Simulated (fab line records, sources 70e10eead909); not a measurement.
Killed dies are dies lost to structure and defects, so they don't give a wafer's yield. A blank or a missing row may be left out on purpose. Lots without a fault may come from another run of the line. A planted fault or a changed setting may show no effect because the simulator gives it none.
Which tool did it? | flow nand_harc | 13 lots, 37 wafers sampled, at 5 steps of a route of 1159

WHAT THE GAUGES READ, wafer by wafer
NHARC_END_SORT_01. Usual: killed_at_array 27, standard deviation 12; killed_at_other 0.8, standard deviation 1; killed_at_periphery 4.0, standard deviation 2.5; killed_dies 32, standard deviation 11; killed_open 3.3, standard deviation 1.8; killed_short 2.0, standard deviation 1.5.
lot  | measured     | on        | killed_at_array | killed_at_other | killed_at_periphery | killed_dies | killed_open | killed_short | flag
L593 | day 20 17:44 | prober-01 | 667 26          | 3 1             | 7 0                 | 677 27      | 4 1         | 1 0          | OFF
L594 | day 20 21:56 | prober-02 | 670 667         | 3 0             | 4 10                | 677 677     | 5 2         | 1 2          | OFF

WHICH TOOL RAN EACH LOT (tool, then ch and the chambers of the sampled wafers, then the start)
lot  | NHARC_A_SLIT_ETCH_17             | NHARC_A_WL_FILL_ETCHBACK_16        | NHARC_A_WL_FILL_ALD_19              | NHARC_A_WL_FILL_CVD_20
L587 | har_etch-01 ch 0,1, day 14 21:31 | rie_diel-02 ch 0,2,3, day 15 23:08 | ald_metal-01 ch 0,1,2, day 16 04:37 | cvd_w-01 ch 0,1, no start
L589 | har_etch-02 ch 0,1, day 15 01:32 | rie_diel-02 ch 0,1,3, day 16 02:43 | ald_metal-04 ch 0,1,2, day 16 08:22 | cvd_w-02 ch 0,1, no start
L590 | har_etch-01 ch 0,1, day 15 08:29 | rie_diel-02 ch 2,3, day 16 11:34   | ald_metal-01 ch 0,1,3, day 16 17:14 | cvd_w-01 ch 0,1, no start
L591 | har_etch-02 ch 0, day 15 08:55   | rie_diel-10 ch 0,2, day 16 11:38   | ald_metal-04 ch 0,1,2, day 16 17:17 | cvd_w-01 ch 1, no start
L593 | har_etch-01 ch 0,1, day 15 23:10 | rie_diel-02 ch 0,1, day 17 03:32   | ald_metal-02 ch 1,2, day 17 09:25   | cvd_w-02 ch 0,1, day 20 17:44 or earlier
L594 | har_etch-02 ch 0,1, day 16 04:32 | rie_diel-02 ch 1,2, day 17 07:41   | ald_metal-04 ch 2,3, day 17 13:07   | cvd_w-02 ch 0,1, day 20 21:56 or earlier
L596 | har_etch-02 ch 0,1, day 17 04:19 | rie_diel-09 ch 0,2,3, day 18 06:48 | ald_metal-02 ch 1,2,3, day 18 12:40 | cvd_w-01 ch 0,1, no start
L601 | har_etch-01 ch 0,1, day 17 22:14 | rie_diel-10 ch 0,2, day 19 02:37   | ald_metal-01 ch 0,1,3, day 19 07:16 | cvd_w-01 ch 0,1, no start
L602 | har_etch-01 ch 0,1, day 18 16:08 | rie_diel-09 ch 2,3, day 19 18:13   | ald_metal-02 ch 1,2, day 19 23:38   | cvd_w-01 ch 0,1, no start
L605 | har_etch-01 ch 0,1, day 19 03:16 | rie_diel-09 ch 0,1,2, day 20 04:18 | ald_metal-02 ch 0,2,3, day 20 10:05 | cvd_w-02 ch 0,1, no start
L606 | har_etch-02 ch 0,1, day 19 06:41 | rie_diel-10 ch 0,1,2, day 20 08:43 | ald_metal-02 ch 1,2,3, day 20 14:26 | cvd_w-02 ch 0,1, no start
L609 | har_etch-01 ch 0,1, day 20 00:28 | rie_diel-09 ch 1,2,3, day 21 04:28 | ald_metal-02 ch 0,1,3, day 21 10:21 | cvd_w-02 ch 0,1, no start
L608 | har_etch-01 ch 0,1, day 20 04:35 | rie_diel-09 ch 2,3, day 21 20:16   | ald_metal-04 ch 0,1,2, day 22 01:54 | cvd_w-01 ch 0,1, no start
- NHARC_A_SLIT_ETCH_17: etches the open film in C4F8/O2/Ar, time 1687.5 s, target depth 10100 nm.
- NHARC_A_WL_FILL_ETCHBACK_16: etches the open film in C4F8/O2/Ar, target depth 88 nm, time 17.6 s.
- NHARC_A_WL_FILL_ALD_19: deposits TiN, target thk 2 nm, pulse time 3 s, ald cycles 100.
- NHARC_A_WL_FILL_CVD_20: deposits W, target thk 75 nm, time 5064 s.

WHAT THE TOOLS THEMSELVES READ (means of the sampled wafers that have a number; where no wafer has one, the mark that the record gives instead)
NHARC_A_SLIT_ETCH_17. Usual: drypump_motor_current_A 6.0 A, standard deviation 0.65; showerhead_plenum_p_Torr 3.58 Torr, standard deviation 0.075; throttle_valve_pct 32.045 %, standard deviation 0.0091.
lot  | tool        | drypump_motor_current_A (A) | showerhead_plenum_p_Torr (Torr) | throttle_valve_pct (%) | flag
L587 | har_etch-01 | 5.2                         | 3.60                            | 32.047                 |
L589 | har_etch-02 | 6.5                         | 3.63                            | 32.048                 |
L590 | har_etch-01 | 5.6                         | 3.61                            | 32.041                 |
L591 | har_etch-02 | 6.2                         | 3.50                            | 32.050                 |
L593 | har_etch-01 | 5.4                         | 3.59                            | 32.033                 |
L594 | har_etch-02 | 6.4                         | 3.58                            | 32.040                 |
L596 | har_etch-02 | 6.4                         | 3.62                            | 32.045                 |
L601 | har_etch-01 | 5.6                         | 3.59                            | 32.038                 |
L602 | har_etch-01 | 5.7                         | 3.59                            | 32.041                 |
L605 | har_etch-01 | 5.2                         | 3.57                            | 32.043                 |
L606 | har_etch-02 | 6.4                         | 3.54                            | 32.052                 |
L609 | har_etch-01 | 5.7                         | 3.58                            | 32.042                 |
L608 | har_etch-01 | 5.2                         | 3.57                            | 32.041                 |

NHARC_A_WL_FILL_ETCHBACK_16. Usual: oes_product_au 0.99 a.u., standard deviation 0.033; rf_vpp_V 724 V, standard deviation 4.4; run_length_s 38.9 s, standard deviation 0.49.
lot  | tool        | oes_product_au (a.u.) | rf_vpp_V (V) | run_length_s (s) | flag
L587 | rie_diel-02 | 1.00                  | 725          | 38.6             |
L589 | rie_diel-02 | 0.96                  | 726          | 38.3             |
L590 | rie_diel-02 | 1.00                  | 725          | 38.5             |
L591 | rie_diel-10 | 1.03                  | 718          | 39.2             |
L593 | rie_diel-02 | 0.94                  | 728          | 31.4             | OFF
L594 | rie_diel-02 | 0.96                  | 722          | 24.9             | OFF
L596 | rie_diel-09 | 0.93                  | 727          | 39.3             |
L601 | rie_diel-10 | 1.01                  | 718          | 39.0             |
L602 | rie_diel-09 | 1.00                  | 726          | 39.6             |
L605 | rie_diel-09 | 1.00                  | 726          | 39.1             |
L606 | rie_diel-10 | 1.01                  | 719          | 39.0             |
L609 | rie_diel-09 | 1.01                  | 725          | 39.2             |
L608 | rie_diel-09 | 0.99                  | 726          | 39.5             |

NHARC_A_WL_FILL_ALD_19. Usual: heater_power_w 1088 W, standard deviation 110; precursor_pulse_height_rel 1.001, standard deviation 0.021.
lot  | tool         | heater_power_w (W) | precursor_pulse_height_rel | flag
L587 | ald_metal-01 | 1136               | 1.011                      |
L589 | ald_metal-04 | 1098               | 0.982                      |
L590 | ald_metal-01 | 1077               | 0.991                      |
L591 | ald_metal-04 | 1094               | 1.028                      |
L593 | ald_metal-02 | 1085               | 0.988                      |
L594 | ald_metal-04 | 1087               | 1.014                      |
L596 | ald_metal-02 | 1015               | 1.000                      |
L601 | ald_metal-01 | 1104               | 1.006                      |
L602 | ald_metal-02 | 1070               | 1.019                      |
L605 | ald_metal-02 | 1004               | 0.996                      |
L606 | ald_metal-02 | 1026               | 0.997                      |
L609 | ald_metal-02 | 1067               | 1.004                      |
L608 | ald_metal-04 | 1072               | 1.003                      |

NHARC_A_WL_FILL_CVD_20. Usual: heater_power_w 495 W, standard deviation 22; throttle_valve_pct 7.93 %, standard deviation 0.25.
lot  | tool     | heater_power_w (W) | throttle_valve_pct (%) | flag
L587 | cvd_w-01 | 490                | 7.76                   |
L589 | cvd_w-02 | 497                | 7.91                   |
L590 | cvd_w-01 | 471                | 7.96                   |
L591 | cvd_w-01 | 460                | 8.07                   |
L593 | cvd_w-02 | 505                | 7.89                   |
L594 | cvd_w-02 | 504                | 7.78                   |
L596 | cvd_w-01 | 488                | 8.09                   |
L601 | cvd_w-01 | 496                | 7.91                   |
L602 | cvd_w-01 | 490                | 7.88                   |
L605 | cvd_w-02 | 506                | 8.05                   |
L606 | cvd_w-02 | 513                | 7.70                   |
L609 | cvd_w-02 | 508                | 8.01                   |
L608 | cvd_w-01 | 462                | 7.93                   |

THE ANSWER, worked out from the rows above alone
Rule: a lot is off if the mean of its wafers that have a number lies more than 3 standard deviations from the usual mean. A lot without any number at a reading at which 4 lots or more have one is off too. The other lots that the step has rows for count as sound. The gauges are gone through in route order, then the tools' own readings, and for those a lot's mean is taken as printed above. The first step at which some lot is off is used, and at that step the reading that is off furthest; a lot without a number counts as furthest.
Off: L593, L594, at NHARC_END_SORT_01 (killed_dies). Neither off nor sound, because the step has no rows for them: L587, L589, L590, L591, L596, L601, L602, L605, L606, L609, L608.
A tool fits if, at a process step before that reading, it ran every lot that is off, and no sound lot after the first of them. The gauges at NHARC_END_SORT_01 aren't tried: what is off there is off at NHARC_A_WL_FILL_ETCHBACK_16 too, on other tools, and a gauge's error can't cause that. NHARC_A_WL_FILL_CVD_20 gives no start for some lots, so the hours and the order of its lots are those of NHARC_END_SORT_01. Can't be told from this: 2 tools fit, rie_diel-02 at NHARC_A_WL_FILL_ETCHBACK_16, cvd_w-02 at NHARC_A_WL_FILL_CVD_20.

WHAT THE SIMULATOR HAD PUT IN
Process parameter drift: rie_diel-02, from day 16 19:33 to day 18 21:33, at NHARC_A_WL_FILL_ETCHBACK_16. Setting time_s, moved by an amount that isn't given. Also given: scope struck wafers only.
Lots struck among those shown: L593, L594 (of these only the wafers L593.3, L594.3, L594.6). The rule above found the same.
